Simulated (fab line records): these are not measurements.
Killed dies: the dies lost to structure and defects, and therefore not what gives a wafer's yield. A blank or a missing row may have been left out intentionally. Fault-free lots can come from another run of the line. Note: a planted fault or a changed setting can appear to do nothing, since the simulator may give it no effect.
Comparing a struck lot with a sound one | flow nand harc | 15 out of 1159 route steps
Sound: these wafers, L828.2, L828.3, L828.4. Struck: wafers L838.3, L838.5, L838.6. Last of all comes the cause.
At each step with rows: each side's tool, then ch and its chambers, then its first start. Under that, the readings that differ: sound wafers | struck wafers | difference of the means | sigmas: that difference in standard deviations of wafers without a fault.
alike: a reading whose means differ by less than 2 such deviations, as well as words and numbers matching on both sides. not compared: withheld readings; readings where some wafer has no value; bounds like >300 that might hide an equal value; numbers whose values overlap and for which the record gives no deviation.
Wherever a step has rows on one side only, a row that says differs or no value, or a row with sigmas, the two part there. Non-overlapping numbers with no deviation appear without sigmas and do not part them. A reading missing from all wafers of one side parts the sides only when that side holds two or more wafers.

first, 1 step without rows for these wafers: NHARC_P_ZERO_WELL_HARDBAKE_53 (time 80 s).
NHARC_P_ZERO_WELL_DESCUM_54: chemistry O2, time 3 s.
  sound on rie diel-09 ch 0,1,3, day 3 05:49; struck on rie diel-09 ch 2,3, day 5 17:49
  alike: drypump motor current A, oes product au, rf vpp V, showerhead plenum p Torr, throttle valve pct
  not compared: rf hours counter h
then, 5 steps without rows for these wafers: NHARC_P_ZERO_WELL_IMPLANT_55; NHARC_P_ZERO_WELL_IMPLANT_61; NHARC_P_ZERO_WELL_STRIP_56 (strips in SPM, time 840 s); NHARC_P_ZERO_WELL_PRECLEAN_68 (cleans in SC1, time 60 s); NHARC_P_ZERO_WELL_SRD_69.
NHARC_P_ZERO_WELL_RTA_42: time 300 s.
  sound on rtp anneal-02 ch 0, day 3 06:53; struck on rtp anneal-01 ch 0, day 5 18:59
  alike: lamp power pct, lamp_zone_2_pct, wafer_temp_C_max
NHARC_P_ZERO_WELL_INSPECT_43:
  sound on defect inspect-02, day 3 07:28; struck on defect inspect-02, day 5 19:27
  alike: raw defect count
then, 3 steps without rows for these wafers: NHARC_P_STI_ETCH_26 (etches SiO2 in dHF, target depth 11 nm); NHARC_P_STI_PRECLEAN_27 (cleans in SC1); NHARC_P_STI_SRD_28.
NHARC_P_STI_OXIDE_29: material SiO2, target thk 10 nm, ox time 1362 s.
  sound on furnace-03 ch 0, day 3 15:49; struck on furnace-06 ch 0, day 6 06:53
then, 2 steps without rows for these wafers: NHARC_P_STI_HM_DEP_30 (deposits Si3N4, target thk 80 nm, time 873 s); NHARC_END_SORT_01.

== WHERE THEY PART ==
Nowhere in this record.

WHY: what the simulator had put in
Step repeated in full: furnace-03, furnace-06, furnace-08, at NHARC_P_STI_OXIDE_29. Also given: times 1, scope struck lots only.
